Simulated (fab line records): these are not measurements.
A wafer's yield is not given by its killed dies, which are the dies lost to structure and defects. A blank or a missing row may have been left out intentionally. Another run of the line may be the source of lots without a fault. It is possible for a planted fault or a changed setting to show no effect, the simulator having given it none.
A single fault, viewed from 3 desks	flow nand harc	every desk sees just its own numbers, and what lay behind them comes last

## THE DEFECT DESK
Per lot, the means of the sampled wafers with a number show what the inspections along the route counted. The brackets show how far a lot's mean lies from the usual mean; more than 4 standard deviations puts the lot out of limits, marked OUT.
Columns: A = raw defect count at NHARC_P_M2_INSPECT_27, usual 290
lot	first seen here	A
L907	day 6 20:08	255
L912	day 9 03:08	290
L920	day 12 17:22	219
L925	day 14 18:57	303
L929	day 16 05:40	258
Finding of this desk: none of the 5 lots has anything out of limits.

## AT THE TOOL OWNER'S DESK: litho track-03
The tool's own readings at NHARC_P_BONDPAD_SOFTBAKE_04 (time 70 s): means of the sampled wafers that have a number, for each lot that ran on this tool. The brackets show how far a lot's mean lies from the usual mean; more than 4 standard deviations puts the lot out of limits, marked OUT.
Columns: A = heater power total W at NHARC_P_BONDPAD_SOFTBAKE_04, usual 200.8 W
lot	first seen here	A
L907	day 6 21:00	201.0
L912	day 9 04:00	203.3
L929	day 16 07:00	201.0
Finding of this desk: none of the 3 lots has anything out of limits.

## METROLOGY DESK
What the gauges read for every lot (on any tool): the sampled wafers with a number, averaged. The brackets show how far a lot's mean lies from the usual mean; more than 4 standard deviations puts the lot out of limits, marked OUT.
Columns: A = thk nm at NHARC_P_BONDPAD_THK_MEAS_33, usual 200.0 nm
lot	first seen here	A
L907	day 6 21:37	200.0
L912	day 9 04:21	200.7
L920	day 12 18:35	200.8
L925	day 14 20:10	200.8
L929	day 16 06:53	199.6
Finding of this desk: none of the 5 lots has anything out of limits.

## TAKEN TOGETHER
Nothing the defect desk looked at was out of limits.
The tool owner's desk saw nothing out of limits.
From the metrology desk's view, nothing was out of limits.

## WHAT THE SIMULATOR HAD INSERTED
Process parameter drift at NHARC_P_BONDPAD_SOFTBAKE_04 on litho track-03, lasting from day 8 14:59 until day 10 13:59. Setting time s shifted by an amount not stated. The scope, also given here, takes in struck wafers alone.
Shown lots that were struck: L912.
